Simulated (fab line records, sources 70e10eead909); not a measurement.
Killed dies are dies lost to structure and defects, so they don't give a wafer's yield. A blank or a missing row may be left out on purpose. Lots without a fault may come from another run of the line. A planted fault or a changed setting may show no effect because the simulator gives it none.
Chamber matching | flow nand_harc | NHARC_A_STAIRCASE_CMP_152 on cmp-03: 4 sister chambers
The step polishes. 8 wafers are shown with their chamber, then 7 later ones without.

WAFERS WITH THEIR CHAMBER
wafer  | chamber | motor_current_A (A) | retaining_ring_pressure_frac
L075.1 | 0       | 11.9                | 1.003
L082.3 | 3       | 12.7                | 1.003
L082.4 | 0       | 11.6                | 1.004
L084.1 | 3       | 12.4                | 1.003
L084.2 | 1       | 13.3                | 1.001
L084.4 | 2       | 11.0                | 0.999
L086.1 | 2       | 10.9                | 0.990
L086.5 | 1       | 12.7                | 0.998

WAFERS WITHOUT THEIR CHAMBER
wafer  | motor_current_A (A) | retaining_ring_pressure_frac
L086.6 | 11.1                | 0.991
L094.1 | 12.5                | 0.995
L094.2 | 12.9                | 0.996
L094.3 | 10.9                | 0.995
L096.2 | 12.9                | 0.999
L096.3 | 13.0                | 1.004
L096.6 | 13.0                | 0.991

WHICH CHAMBER EACH WENT THROUGH
wafer  | from the rows above          | in truth
L086.6 | 2                            | 2
L094.1 | can't be placed: 1 or 3 or 0 | 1
L094.2 | can't be placed: 1 or 3      | 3
L094.3 | 2                            | 2
L096.2 | can't be placed: 1 or 3      | 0
L096.3 | can't be placed: 1 or 3      | 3
L096.6 | can't be placed: 1 or 3      | 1
Placed correctly: 2 of 7. Can't be placed from these rows: 5 (the true chamber is among the candidates in 4). Placed wrongly: 0.
How it was worked out, from the rows above alone: a wafer's distance from a chamber is the root of the sum, over the readings, of the square of ((its reading less the chamber's mean) divided by the reading's scatter). The wafer belongs to the nearest chamber; if the next one is less than 2 further off, it can't be placed. A chamber's mean is the mean of its shown wafers. The scatter: the root of (the sum of the squares of (reading less its chamber's mean) over the shown wafers, divided by (wafers less chambers)).
